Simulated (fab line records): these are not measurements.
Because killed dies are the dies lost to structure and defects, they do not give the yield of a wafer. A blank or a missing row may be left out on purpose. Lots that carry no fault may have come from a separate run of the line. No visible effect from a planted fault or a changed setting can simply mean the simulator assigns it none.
Which tool was responsible? || flow nand harc || Sampling: 13 lots, 37 wafers, 5 of 1159 route steps

WHAT THE GAUGES SHOWED, per wafer
NHARC_END_SORT_01.
{"lot": "L461", "measured": "day 23 20:12", "on": "prober-01", "killed at array": "14 14 223", "killed at other": "1 0 0", "killed at periphery": "5 4 2", "killed dies": "20 18 225", "killed open": "6 5 4", "killed short": "2 3 2"}
{"lot": "L462", "measured": "day 23 14:50", "on": "prober-02", "killed at array": "136 41", "killed at other": "1 0", "killed at periphery": "1 3", "killed dies": "138 44", "killed open": "0 4", "killed short": "2 4"}

TOOL THAT RAN EACH LOT (tool first, then ch and the chambers of the sampled wafers, then the start)
{"lot": "L450", "NHARC_A_STAIRCASE_ETCH_27": "rie diel-05 ch 2,3, day 11 11:01 or earlier", "NHARC_A_STAIRCASE_ETCH_190": "rie diel-04 ch 0,1, day 11 11:01", "NHARC_A_STAIRCASE_TRIM_193": "rie diel-04 ch 0,1,3, no start", "NHARC_A_STAIRCASE_ETCH_194": "rie diel-04 ch 1,2,3, no start"}
{"lot": "L451", "NHARC_A_STAIRCASE_ETCH_27": "rie diel-11 ch 1,2, day 11 18:50 or earlier", "NHARC_A_STAIRCASE_ETCH_190": "rie diel-11 ch 2,3, day 11 18:50", "NHARC_A_STAIRCASE_TRIM_193": "rie diel-11 ch 0,2, no start", "NHARC_A_STAIRCASE_ETCH_194": "rie diel-11 ch 1,2,3, no start"}
{"lot": "L453", "NHARC_A_STAIRCASE_ETCH_27": "rie diel-05 ch 0,1, day 11 20:25 or earlier", "NHARC_A_STAIRCASE_ETCH_190": "rie diel-04 ch 0,1,2, day 11 20:25", "NHARC_A_STAIRCASE_TRIM_193": "rie diel-04 ch 0,2,3, no start", "NHARC_A_STAIRCASE_ETCH_194": "rie diel-04 ch 2,3, no start"}
{"lot": "L452", "NHARC_A_STAIRCASE_ETCH_27": "rie diel-05 ch 0,1, day 11 22:27 or earlier", "NHARC_A_STAIRCASE_ETCH_190": "rie diel-05 ch 2,3, day 11 22:27", "NHARC_A_STAIRCASE_TRIM_193": "rie diel-05 ch 1,2,3, no start", "NHARC_A_STAIRCASE_ETCH_194": "rie diel-05 ch 0,1, no start"}
{"lot": "L454", "NHARC_A_STAIRCASE_ETCH_27": "rie diel-04 ch 0,1,3, day 12 05:13 or earlier", "NHARC_A_STAIRCASE_ETCH_190": "rie diel-04 ch 0,2,3, day 12 05:13", "NHARC_A_STAIRCASE_TRIM_193": "rie diel-04 ch 0,1,2, no start", "NHARC_A_STAIRCASE_ETCH_194": "rie diel-04 ch 0,2, no start"}
{"lot": "L455", "NHARC_A_STAIRCASE_ETCH_27": "rie diel-04 ch 1,2,3, day 12 12:31 or earlier", "NHARC_A_STAIRCASE_ETCH_190": "rie diel-05 ch 0,2,3, day 12 12:31", "NHARC_A_STAIRCASE_TRIM_193": "rie diel-05 ch 1,2,3, no start", "NHARC_A_STAIRCASE_ETCH_194": "rie diel-05 ch 1,2,3, no start"}
{"lot": "L459", "NHARC_A_STAIRCASE_ETCH_27": "rie diel-11 ch 0,1,2, day 13 12:56 or earlier", "NHARC_A_STAIRCASE_ETCH_190": "rie diel-05 ch 0,1,2, day 13 12:56", "NHARC_A_STAIRCASE_TRIM_193": "rie diel-05 ch 1,3, no start", "NHARC_A_STAIRCASE_ETCH_194": "rie diel-05 ch 0,2, no start"}
{"lot": "L461", "NHARC_A_STAIRCASE_ETCH_27": "rie diel-11 ch 0,1,3, day 14 15:52 or earlier", "NHARC_A_STAIRCASE_ETCH_190": "rie diel-05 ch 0,2,3, day 14 15:52", "NHARC_A_STAIRCASE_TRIM_193": "rie diel-05 ch 0,2,3, day 23 20:12 or earlier", "NHARC_A_STAIRCASE_ETCH_194": "rie diel-05 ch 0,2,3, day 23 20:12 or earlier"}
{"lot": "L462", "NHARC_A_STAIRCASE_ETCH_27": "rie diel-11 ch 3, day 14 19:52 or earlier", "NHARC_A_STAIRCASE_ETCH_190": "rie diel-05 ch 0,2, day 14 19:52", "NHARC_A_STAIRCASE_TRIM_193": "rie diel-05 ch 0,3, day 23 14:50 or earlier", "NHARC_A_STAIRCASE_ETCH_194": "rie diel-05 ch 2,3, day 23 14:50 or earlier"}
{"lot": "L464", "NHARC_A_STAIRCASE_ETCH_27": "rie diel-11 ch 0,3, day 15 00:54 or earlier", "NHARC_A_STAIRCASE_ETCH_190": "rie diel-05 ch 2,3, day 15 00:54", "NHARC_A_STAIRCASE_TRIM_193": "rie diel-05 ch 0,3, no start", "NHARC_A_STAIRCASE_ETCH_194": "rie diel-05 ch 0,2, no start"}
{"lot": "L467", "NHARC_A_STAIRCASE_ETCH_27": "rie diel-11 ch 0,3, day 15 11:20 or earlier", "NHARC_A_STAIRCASE_ETCH_190": "rie diel-11 ch 2,3, day 15 11:20", "NHARC_A_STAIRCASE_TRIM_193": "rie diel-11 ch 0,2, no start", "NHARC_A_STAIRCASE_ETCH_194": "rie diel-11 ch 0,1,2, no start"}
{"lot": "L470", "NHARC_A_STAIRCASE_ETCH_27": "rie diel-11 ch 0,2, day 15 20:54 or earlier", "NHARC_A_STAIRCASE_ETCH_190": "rie diel-04 ch 0,2,3, day 15 20:54", "NHARC_A_STAIRCASE_TRIM_193": "rie diel-04 ch 1,2,3, no start", "NHARC_A_STAIRCASE_ETCH_194": "rie diel-04 ch 2,3, no start"}
{"lot": "L471", "NHARC_A_STAIRCASE_ETCH_27": "rie diel-04 ch 0,2, day 16 11:22 or earlier", "NHARC_A_STAIRCASE_ETCH_190": "rie diel-04 ch 0,2,3, day 16 11:22", "NHARC_A_STAIRCASE_TRIM_193": "rie diel-04 ch 0,1,3, no start", "NHARC_A_STAIRCASE_ETCH_194": "rie diel-04 ch 0,2, no start"}
- NHARC_A_STAIRCASE_ETCH_27: etches the open film in C4F8/O2, target depth 100 nm, time 40.5 s.
- NHARC_A_STAIRCASE_ETCH_190: etches the open film in C4F8/O2, target depth 100 nm, time 40.5 s.
- NHARC_A_STAIRCASE_TRIM_193: chemistry O2, time 211.2 s.
- NHARC_A_STAIRCASE_ETCH_194: etches the open film in C4F8/O2, target depth 100 nm, time 40.5 s.

AS READ BY THE TOOLS THEMSELVES (means over the sampled wafers that have a number; for cases with no such wafer, the mark the record gives instead)
NHARC_A_STAIRCASE_ETCH_27.
{"lot": "L450", "tool": "rie diel-05", "oes product au (a.u.)": 0.940, "rf vpp V (V)": 892, "run length s (s)": 61.5}
{"lot": "L451", "tool": "rie diel-11", "oes product au (a.u.)": 0.932, "rf vpp V (V)": 899, "run length s (s)": 61.9}
{"lot": "L453", "tool": "rie diel-05", "oes product au (a.u.)": 0.949, "rf vpp V (V)": 899, "run length s (s)": 61.4}
{"lot": "L452", "tool": "rie diel-05", "oes product au (a.u.)": 0.943, "rf vpp V (V)": 898, "run length s (s)": 61.8}
{"lot": "L454", "tool": "rie diel-04", "oes product au (a.u.)": 0.942, "rf vpp V (V)": 897, "run length s (s)": 61.5}
{"lot": "L455", "tool": "rie diel-04", "oes product au (a.u.)": 0.950, "rf vpp V (V)": 894, "run length s (s)": 61.6}
{"lot": "L459", "tool": "rie diel-11", "oes product au (a.u.)": 0.957, "rf vpp V (V)": 899, "run length s (s)": 61.9}
{"lot": "L461", "tool": "rie diel-11", "oes product au (a.u.)": 0.951, "rf vpp V (V)": 898, "run length s (s)": 61.9}
{"lot": "L462", "tool": "rie diel-11", "oes product au (a.u.)": 0.952, "rf vpp V (V)": 899, "run length s (s)": 62.2}
{"lot": "L464", "tool": "rie diel-11", "oes product au (a.u.)": 0.952, "rf vpp V (V)": 896, "run length s (s)": 61.8}
{"lot": "L467", "tool": "rie diel-11", "oes product au (a.u.)": 0.949, "rf vpp V (V)": 897, "run length s (s)": 61.8}
{"lot": "L470", "tool": "rie diel-11", "oes product au (a.u.)": 0.947, "rf vpp V (V)": 899, "run length s (s)": 61.7}
{"lot": "L471", "tool": "rie diel-04", "oes product au (a.u.)": 0.943, "rf vpp V (V)": 893, "run length s (s)": 61.3}

NHARC_A_STAIRCASE_ETCH_190.
{"lot": "L450", "tool": "rie diel-04", "oes product au (a.u.)": 0.936, "rf vpp V (V)": 898, "run length s (s)": 61.7}
{"lot": "L451", "tool": "rie diel-11", "oes product au (a.u.)": 0.938, "rf vpp V (V)": 901, "run length s (s)": 62.2}
{"lot": "L453", "tool": "rie diel-04", "oes product au (a.u.)": 0.948, "rf vpp V (V)": 896, "run length s (s)": 61.4}
{"lot": "L452", "tool": "rie diel-05", "oes product au (a.u.)": 0.944, "rf vpp V (V)": 893, "run length s (s)": 61.6}
{"lot": "L454", "tool": "rie diel-04", "oes product au (a.u.)": 0.940, "rf vpp V (V)": 895, "run length s (s)": 61.9}
{"lot": "L455", "tool": "rie diel-05", "oes product au (a.u.)": 0.955, "rf vpp V (V)": 893, "run length s (s)": 61.8}
{"lot": "L459", "tool": "rie diel-05", "oes product au (a.u.)": 0.955, "rf vpp V (V)": 897, "run length s (s)": 61.6}
{"lot": "L461", "tool": "rie diel-05", "oes product au (a.u.)": 0.945, "rf vpp V (V)": 892, "run length s (s)": 64.7}
{"lot": "L462", "tool": "rie diel-05", "oes product au (a.u.)": 0.958, "rf vpp V (V)": 895, "run length s (s)": 66.4}
{"lot": "L464", "tool": "rie diel-05", "oes product au (a.u.)": 0.950, "rf vpp V (V)": 894, "run length s (s)": 66.3}
{"lot": "L467", "tool": "rie diel-11", "oes product au (a.u.)": 0.940, "rf vpp V (V)": 901, "run length s (s)": 61.8}
{"lot": "L470", "tool": "rie diel-04", "oes product au (a.u.)": 0.945, "rf vpp V (V)": 895, "run length s (s)": 61.5}
{"lot": "L471", "tool": "rie diel-04", "oes product au (a.u.)": 0.944, "rf vpp V (V)": 895, "run length s (s)": 61.5}

NHARC_A_STAIRCASE_TRIM_193.
{"lot": "L450", "tool": "rie diel-04", "drypump motor current A (A)": 5.7, "oes product au (a.u.)": 0.999, "rf vpp V (V)": 57.2, "showerhead plenum p Torr (Torr)": 3.56, "throttle valve pct (%)": 17.027}
{"lot": "L451", "tool": "rie diel-11", "drypump motor current A (A)": 5.6, "oes product au (a.u.)": 1.000, "rf vpp V (V)": 57.9, "showerhead plenum p Torr (Torr)": 3.60, "throttle valve pct (%)": 17.030}
{"lot": "L453", "tool": "rie diel-04", "drypump motor current A (A)": 5.9, "oes product au (a.u.)": 1.006, "rf vpp V (V)": 57.5, "showerhead plenum p Torr (Torr)": 3.54, "throttle valve pct (%)": 17.027}
{"lot": "L452", "tool": "rie diel-05", "drypump motor current A (A)": 5.8, "oes product au (a.u.)": 1.010, "rf vpp V (V)": 57.6, "showerhead plenum p Torr (Torr)": 3.50, "throttle valve pct (%)": 17.042}
{"lot": "L454", "tool": "rie diel-04", "drypump motor current A (A)": 5.6, "oes product au (a.u.)": 1.006, "rf vpp V (V)": 57.7, "showerhead plenum p Torr (Torr)": 3.52, "throttle valve pct (%)": 17.036}
{"lot": "L455", "tool": "rie diel-05", "drypump motor current A (A)": 5.8, "oes product au (a.u.)": 1.002, "rf vpp V (V)": 57.5, "showerhead plenum p Torr (Torr)": 3.50, "throttle valve pct (%)": 17.048}
{"lot": "L459", "tool": "rie diel-05", "drypump motor current A (A)": 5.9, "oes product au (a.u.)": 1.009, "rf vpp V (V)": 57.6, "showerhead plenum p Torr (Torr)": 3.44, "throttle valve pct (%)": 17.028}
{"lot": "L461", "tool": "rie diel-05", "drypump motor current A (A)": 5.8, "oes product au (a.u.)": 1.008, "rf vpp V (V)": 58.3, "showerhead plenum p Torr (Torr)": 3.45, "throttle valve pct (%)": 17.035}
{"lot": "L462", "tool": "rie diel-05", "drypump motor current A (A)": 6.0, "oes product au (a.u.)": 1.010, "rf vpp V (V)": 58.0, "showerhead plenum p Torr (Torr)": 3.44, "throttle valve pct (%)": 17.043}
{"lot": "L464", "tool": "rie diel-05", "drypump motor current A (A)": 6.0, "oes product au (a.u.)": 0.999, "rf vpp V (V)": 56.7, "showerhead plenum p Torr (Torr)": 3.44, "throttle valve pct (%)": 17.041}
{"lot": "L467", "tool": "rie diel-11", "drypump motor current A (A)": 5.5, "oes product au (a.u.)": 1.006, "rf vpp V (V)": 57.8, "showerhead plenum p Torr (Torr)": 3.59, "throttle valve pct (%)": 17.037}
{"lot": "L470", "tool": "rie diel-04", "drypump motor current A (A)": 5.6, "oes product au (a.u.)": 0.996, "rf vpp V (V)": 57.9, "showerhead plenum p Torr (Torr)": 3.48, "throttle valve pct (%)": 17.032}
{"lot": "L471", "tool": "rie diel-04", "drypump motor current A (A)": 5.7, "oes product au (a.u.)": 1.003, "rf vpp V (V)": 57.6, "showerhead plenum p Torr (Torr)": 3.53, "throttle valve pct (%)": 17.038}

NHARC_A_STAIRCASE_ETCH_194.
{"lot": "L450", "tool": "rie diel-04", "oes product au (a.u.)": 0.941, "rf vpp V (V)": 895, "run length s (s)": 61.5}
{"lot": "L451", "tool": "rie diel-11", "oes product au (a.u.)": 0.952, "rf vpp V (V)": 901, "run length s (s)": 61.9}
{"lot": "L453", "tool": "rie diel-04", "oes product au (a.u.)": 0.944, "rf vpp V (V)": 894, "run length s (s)": 61.5}
{"lot": "L452", "tool": "rie diel-05", "oes product au (a.u.)": 0.940, "rf vpp V (V)": 898, "run length s (s)": 61.7}
{"lot": "L454", "tool": "rie diel-04", "oes product au (a.u.)": 0.947, "rf vpp V (V)": 895, "run length s (s)": 61.5}
{"lot": "L455", "tool": "rie diel-05", "oes product au (a.u.)": 0.952, "rf vpp V (V)": 894, "run length s (s)": 61.5}
{"lot": "L459", "tool": "rie diel-05", "oes product au (a.u.)": 0.953, "rf vpp V (V)": 896, "run length s (s)": 61.8}
{"lot": "L461", "tool": "rie diel-05", "oes product au (a.u.)": 0.945, "rf vpp V (V)": 892, "run length s (s)": 61.5}
{"lot": "L462", "tool": "rie diel-05", "oes product au (a.u.)": 0.926, "rf vpp V (V)": 892, "run length s (s)": 61.5}
{"lot": "L464", "tool": "rie diel-05", "oes product au (a.u.)": 0.951, "rf vpp V (V)": 896, "run length s (s)": 61.4}
{"lot": "L467", "tool": "rie diel-11", "oes product au (a.u.)": 0.944, "rf vpp V (V)": 899, "run length s (s)": 61.9}
{"lot": "L470", "tool": "rie diel-04", "oes product au (a.u.)": 0.936, "rf vpp V (V)": 895, "run length s (s)": 61.6}
{"lot": "L471", "tool": "rie diel-04", "oes product au (a.u.)": 0.952, "rf vpp V (V)": 896, "run length s (s)": 61.6}

THE ANSWER, worked out from the rows above alone
Rule: the usual values come from the lots themselves. Put in order of their means at a reading, lots are off if they are a third of the lots or fewer, leave a main group of 4 or more, and stand apart from it by a gap of 3 or more times the standard deviation of the main group's means; of several such gaps the widest counts. The tables above print the reading to a certain number of digits; a main group whose means all agree to those digits is not used. Also off: a lot with no number at a reading for which 4 or more lots have one. All remaining lots with rows at the step are treated as sound. The gauges are gone through in route order, then the tools' own readings, and for those a lot's mean is taken as printed above. At the first step where some lot is off, the reading lying furthest off is the one used; lots without a number count as furthest.
Off: L461, L462, L464 (NHARC_A_STAIRCASE_ETCH_190, run length s). Mean 61.7 s and standard deviation 0.22 in the main group.
If a tool, at that step or one of the process steps before it, ran each lot that is off and ran no sound lot following the first of them, it fits. Because NHARC_A_STAIRCASE_ETCH_27 lacks a start for some lots, the hours and order of its lots are taken from NHARC_A_STAIRCASE_ETCH_190. One fits: NHARC_A_STAIRCASE_ETCH_190 on rie diel-05. Its last sound lot is L459 (day 13 12:56), its first lot that is off L461 (day 14 15:52): a fault that began between those two fits.
The tool's own readings at NHARC_A_STAIRCASE_ETCH_190 bear it out: on the lots that are off they differ by more than 5 times the standard deviation of the sound lots' means. run length s reads 65.8 s there against 61.7 s on the sound lots.

WHAT HAD BEEN PUT IN BY THE SIMULATOR
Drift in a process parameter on rie diel-05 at NHARC_A_STAIRCASE_ETCH_190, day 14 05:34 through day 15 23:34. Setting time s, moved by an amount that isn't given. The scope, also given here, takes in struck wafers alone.
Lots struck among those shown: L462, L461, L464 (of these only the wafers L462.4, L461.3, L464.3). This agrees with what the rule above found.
